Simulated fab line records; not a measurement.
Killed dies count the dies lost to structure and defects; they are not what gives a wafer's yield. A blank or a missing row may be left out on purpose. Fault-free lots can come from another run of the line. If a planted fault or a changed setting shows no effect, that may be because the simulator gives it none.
The tool behind it: which one? + flow nand_harc + 24 lots, 72 wafers sampled, at 3 steps of a route of 1159

## WHAT THE GAUGES READ, wafer by wafer
NHARC_P_BONDPAD_THK_MEAS_33: measures by ellipsometry. Usual: thk_nm 200.2 nm, standard deviation 1.4.
| lot  | measured     | on            | thk_nm (nm)       | flag |
|------|--------------|---------------|-------------------|------|
| L074 | day 6 15:56  | film_metro-01 | 197.4 200.6 200.2 |      |
| L075 | day 6 16:29  | film_metro-01 | 199.8 200.1 203.0 |      |
| L077 | day 7 02:49  | film_metro-01 | 198.2 196.9 199.9 |      |
| L076 | day 7 03:05  | film_metro-02 | 199.7 200.8 200.7 |      |
| L078 | day 7 14:40  | film_metro-01 | 202.4 199.2 200.6 |      |
| L081 | day 8 01:44  | film_metro-02 | 200.6 200.1 202.1 |      |
| L080 | day 8 02:46  | film_metro-01 | 199.1 201.0 201.1 |      |
| L079 | day 8 08:01  | film_metro-02 | 196.3 199.5 202.7 |      |
| L082 | day 8 08:46  | film_metro-01 | 200.3 200.7 198.8 |      |
| L083 | day 8 11:50  | film_metro-02 | 202.4 200.8 201.8 |      |
| L084 | day 8 12:38  | film_metro-02 | 199.0 199.3 197.8 |      |
| L088 | day 9 10:30  | film_metro-01 | 201.5 199.6 201.1 |      |
| L086 | day 9 12:13  | film_metro-02 | 200.9 200.8 198.6 |      |
| L085 | day 9 16:19  | film_metro-01 | 201.9 200.0 199.9 |      |
| L087 | day 9 18:06  | film_metro-02 | 200.2 200.4 201.9 |      |
| L089 | day 10 03:48 | film_metro-01 | 200.7 197.1 198.8 |      |
| L090 | day 10 10:58 | film_metro-02 | 197.7 200.4 198.2 |      |
| L091 | day 10 13:15 | film_metro-02 | 199.4 197.7 198.2 |      |
| L092 | day 10 21:44 | film_metro-02 | 199.4 200.3 200.9 |      |
| L093 | day 10 22:41 | film_metro-01 | 199.7 198.9 200.6 |      |
| L095 | day 11 08:24 | film_metro-02 | 198.6 200.5 197.6 |      |
| L094 | day 11 10:02 | film_metro-02 | 200.7 202.3 200.3 |      |
| L096 | day 11 23:06 | film_metro-01 | 200.5 200.6 200.7 |      |
| L097 | day 12 05:58 | film_metro-01 | 199.7 199.9 200.5 |      |

NHARC_A_START_INSPECT_01. Usual: raw_defect_count 3.4, standard deviation 1.8.
| lot  | measured     | on                | raw_defect_count | flag |
|------|--------------|-------------------|------------------|------|
| L074 | day 6 20:11  | defect_inspect-02 | 2 4 3            |      |
| L075 | day 6 20:37  | defect_inspect-01 | 4 5 5            |      |
| L077 | day 7 06:43  | defect_inspect-02 | 3 3 2            |      |
| L076 | day 7 07:13  | defect_inspect-02 | 6 5 2            |      |
| L078 | day 7 18:25  | defect_inspect-02 | 4 1 6            |      |
| L081 | day 8 05:34  | defect_inspect-02 | 6 6 2            |      |
| L080 | day 8 06:30  | defect_inspect-01 | 3 0 3            |      |
| L079 | day 8 11:52  | defect_inspect-02 | 4 3 3            |      |
| L082 | day 8 12:35  | defect_inspect-01 | 4 4 6            |      |
| L083 | day 8 15:34  | defect_inspect-01 | 2 3 0            |      |
| L084 | day 8 16:32  | defect_inspect-01 | 5 4 2            |      |
| L088 | day 9 14:19  | defect_inspect-02 | 4 2 5            |      |
| L086 | day 9 16:17  | defect_inspect-02 | 7 4 5            |      |
| L085 | day 9 20:05  | defect_inspect-02 | 4 4 2            |      |
| L087 | day 9 21:58  | defect_inspect-01 | 4 9 4            |      |
| L089 | day 10 09:20 | defect_inspect-01 | 3 3 2            |      |
| L090 | day 10 15:07 | defect_inspect-01 | 2 6 4            |      |
| L091 | day 10 17:09 | defect_inspect-02 | 4 7 1            |      |
| L092 | day 11 01:34 | defect_inspect-01 | 3 4 5            |      |
| L093 | day 11 02:23 | defect_inspect-01 | 4 4 4            |      |
| L095 | day 11 12:14 | defect_inspect-01 | 3 3 6            |      |
| L094 | day 11 13:44 | defect_inspect-01 | 1 6 1            |      |
| L096 | day 12 02:59 | defect_inspect-01 | 2 5 2            |      |
| L097 | day 12 09:41 | defect_inspect-02 | 2 2 2            |      |

## EACH LOT AND THE TOOL THAT RAN IT (in order: tool; ch and the chambers of the sampled wafers; start)
| lot  | NHARC_P_BONDPAD_DESCUM_11          |
|------|------------------------------------|
| L074 | rie_diel-13 ch 0,1,3, day 6 16:44  |
| L075 | rie_diel-09 ch 0,3, day 6 17:08    |
| L077 | rie_diel-13 ch 0,1, day 7 03:29    |
| L076 | rie_diel-09 ch 1,2, day 7 03:52    |
| L078 | rie_diel-13 ch 0,1, day 7 15:19    |
| L081 | rie_diel-09 ch 0,2,3, day 8 02:32  |
| L080 | rie_diel-09 ch 0,2,3, day 8 03:26  |
| L079 | rie_diel-09 ch 0,1,3, day 8 08:47  |
| L082 | rie_diel-09 ch 1,2,3, day 8 09:33  |
| L083 | rie_diel-09 ch 0,1, day 8 12:31    |
| L084 | rie_diel-13 ch 0,1,3, day 8 13:25  |
| L088 | rie_diel-09 ch 1,2, day 9 11:10    |
| L086 | rie_diel-09 ch 0,2, day 9 13:00    |
| L085 | rie_diel-09 ch 0,1,2, day 9 16:59  |
| L087 | rie_diel-09 ch 0,2,3, day 9 18:53  |
| L089 | rie_diel-09 ch 0,1,2, day 10 04:54 |
| L090 | rie_diel-13 ch 0,2,3, day 10 11:46 |
| L091 | rie_diel-09 ch 0,1,2, day 10 14:02 |
| L092 | rie_diel-09 ch 0,1,2, day 10 22:31 |
| L093 | rie_diel-09 ch 0,1,2, day 10 23:22 |
| L095 | rie_diel-09 ch 0,3, day 11 09:11   |
| L094 | rie_diel-09 ch 0,3, day 11 10:42   |
| L096 | rie_diel-09 ch 0,1,2, day 11 23:45 |
| L097 | rie_diel-13 ch 2,3, day 12 06:38   |
- NHARC_P_BONDPAD_DESCUM_11: chemistry O2, time 3 s.

## AS READ BY THE TOOLS THEMSELVES (means over the sampled wafers that have a number; for cases with no such wafer, the mark the record gives instead)
NHARC_P_BONDPAD_DESCUM_11. Usual: drypump_motor_current_A 5.6 A, standard deviation 0.5; oes_product_au 0.994 a.u., standard deviation 0.0086; rf_vpp_V 57.7 V, standard deviation 0.74; showerhead_plenum_p_Torr 1.88 Torr, standard deviation 0.079; throttle_valve_pct 11.310 %, standard deviation 0.0087.
| lot  | tool        | drypump_motor_current_A (A) | oes_product_au (a.u.) | rf_vpp_V (V) | showerhead_plenum_p_Torr (Torr) | throttle_valve_pct (%) | flag |
|------|-------------|-----------------------------|-----------------------|--------------|---------------------------------|------------------------|------|
| L074 | rie_diel-13 | 5.4                         | 1.001                 | 57.2         | 1.87                            | 11.320                 |      |
| L075 | rie_diel-09 | 6.1                         | 0.991                 | 56.7         | 1.84                            | 11.302                 |      |
| L077 | rie_diel-13 | 5.3                         | 0.993                 | 58.1         | 1.87                            | 11.316                 |      |
| L076 | rie_diel-09 | 5.2                         | 0.994                 | 58.0         | 1.87                            | 11.309                 |      |
| L078 | rie_diel-13 | 5.3                         | 0.999                 | 57.2         | 1.87                            | 11.314                 |      |
| L081 | rie_diel-09 | 5.9                         | 0.990                 | 57.8         | 1.82                            | 11.316                 |      |
| L080 | rie_diel-09 | 6.0                         | 0.993                 | 57.8         | 1.82                            | 11.311                 |      |
| L079 | rie_diel-09 | 5.7                         | 0.986                 | 57.6         | 1.89                            | 11.312                 |      |
| L082 | rie_diel-09 | 5.5                         | 0.979                 | 57.6         | 1.89                            | 11.311                 |      |
| L083 | rie_diel-09 | 5.8                         | 0.991                 | 57.4         | 1.87                            | 11.311                 |      |
| L084 | rie_diel-13 | 5.4                         | 0.993                 | 57.7         | 1.86                            | 11.308                 |      |
| L088 | rie_diel-09 | 5.3                         | 0.989                 | 58.5         | 1.87                            | 11.310                 |      |
| L086 | rie_diel-09 | 6.0                         | 0.992                 | 57.5         | 1.81                            | 11.313                 |      |
| L085 | rie_diel-09 | 5.6                         | 0.999                 | 57.1         | 1.87                            | 11.312                 |      |
| L087 | rie_diel-09 | 5.9                         | 0.997                 | 58.1         | 1.82                            | 11.309                 |      |
| L089 | rie_diel-09 | 5.6                         | 0.999                 | 58.4         | 1.87                            | 11.307                 |      |
| L090 | rie_diel-13 | 5.6                         | 0.999                 | 58.0         | 1.90                            | 11.317                 |      |
| L091 | rie_diel-09 | 5.6                         | 0.986                 | 57.5         | 1.87                            | 11.310                 |      |
| L092 | rie_diel-09 | 5.5                         | 0.994                 | 57.2         | 1.87                            | 11.301                 |      |
| L093 | rie_diel-09 | 5.6                         | 0.993                 | 56.8         | 1.87                            | 11.317                 |      |
| L095 | rie_diel-09 | 6.2                         | 0.996                 | 56.9         | 1.82                            | 11.306                 |      |
| L094 | rie_diel-09 | 6.2                         | 0.996                 | 57.5         | 1.82                            | 11.317                 |      |
| L096 | rie_diel-09 | 5.6                         | 1.001                 | 58.0         | 1.87                            | 11.305                 |      |
| L097 | rie_diel-13 | 5.6                         | 1.005                 | 57.7         | 1.91                            | 11.308                 |      |

## THE ANSWER, worked out from the rows above alone
Rule: a lot counts as off when the mean over its wafers that have a number is more than 3 standard deviations away from the usual mean. A lot without any number at a reading at which 4 lots or more have one is off too. All remaining lots with rows at the step are treated as sound. Order of review: gauges by route order, followed by the tools' own readings, for which a lot's mean as printed above is used. The first step at which some lot is off is used, and at that step the reading that is off furthest; a lot without a number counts as furthest.
No lot is off on any of the readings shown, so nothing can be concluded from this.

## WHAT WAS PUT IN BY THE SIMULATOR
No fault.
